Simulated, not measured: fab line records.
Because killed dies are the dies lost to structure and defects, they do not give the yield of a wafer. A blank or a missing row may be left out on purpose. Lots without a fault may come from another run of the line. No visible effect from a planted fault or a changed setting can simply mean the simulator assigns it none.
Which of the tools did it? ; flow nand-harc ; Sampling: 12 lots, 36 wafers, 2 of 1159 route steps

== WHAT THE GAUGES SHOWED, per wafer ==
NHARC_P_STI_CD_MEAS_16.
lot;measured;on;cd-nm (nm)
L075;day 2 20:36;cd-sem-01;200.9 197.4 201.4
L077;day 3 05:34;cd-sem-01;200.3 199.8 200.6
L079;day 3 18:47;cd-sem-02;202.3 205.6 202.0
L081;day 4 05:34;cd-sem-02;201.6 204.5 204.3
L083;day 4 19:08;cd-sem-01;201.3 196.7 200.9
L085;day 5 08:12;cd-sem-02;198.1 199.6 200.0
L087;day 5 19:33;cd-sem-01;202.7 199.0 203.9
L089;day 6 05:53;cd-sem-02;200.9 204.8 198.1
L091;day 6 17:41;cd-sem-02;205.1 201.2 203.1
L093;day 7 08:35;cd-sem-02;202.1 203.3 206.1
L095;day 7 20:49;cd-sem-03;200.4 194.5 198.7
L097;day 8 05:31;cd-sem-01;200.1 201.1 197.2

== TOOL THAT RAN EACH LOT (tool first, then ch and the chambers of the sampled wafers, then the start) ==
lot;NHARC_P_ZERO_WELL_ETCH_65
L075;rie-diel-01 ch 0,1,3, day 1 19:35
L077;rie-diel-08 ch 0,3, day 2 07:42
L079;rie-diel-04 ch 1,2,3, day 2 19:25
L081;rie-diel-08 ch 0,2,3, day 3 07:22
L083;rie-diel-04 ch 0,1, day 3 19:30
L085;rie-diel-08 ch 0,2,3, day 4 07:29
L087;rie-diel-01 ch 0,1,2, day 4 19:35
L089;rie-diel-04 ch 0,2,3, day 5 07:37
L091;rie-diel-01 ch 0,2,3, day 5 19:29
L093;rie-diel-01 ch 2,3, day 6 07:29
L095;rie-diel-04 ch 1,2,3, day 6 19:30
L097;rie-diel-08 ch 1,2,3, day 7 07:23
- NHARC_P_ZERO_WELL_ETCH_65: etches the open film in N2/H2, target depth 80 nm, overetch 24 nm, time 87.88 s.

== THE ANSWER, worked out from the rows above alone ==
Rule: the lots themselves supply what counts as usual. Put in order of their means at a reading, lots are off if they are a third of the lots or fewer, leave a main group of 4 or more, and stand apart from it by a gap of 3 or more times the standard deviation of the main group's means; of several such gaps the widest counts. A main group whose means are all the same, to the digits that the tables above print for the reading, isn't used. Also off: a lot with no number at a reading for which 4 or more lots have one. Any other lot the step has rows for is counted as sound.
No lot is off at any reading shown: from this, nothing can be told.

== WHAT THE SIMULATOR PUT IN ==
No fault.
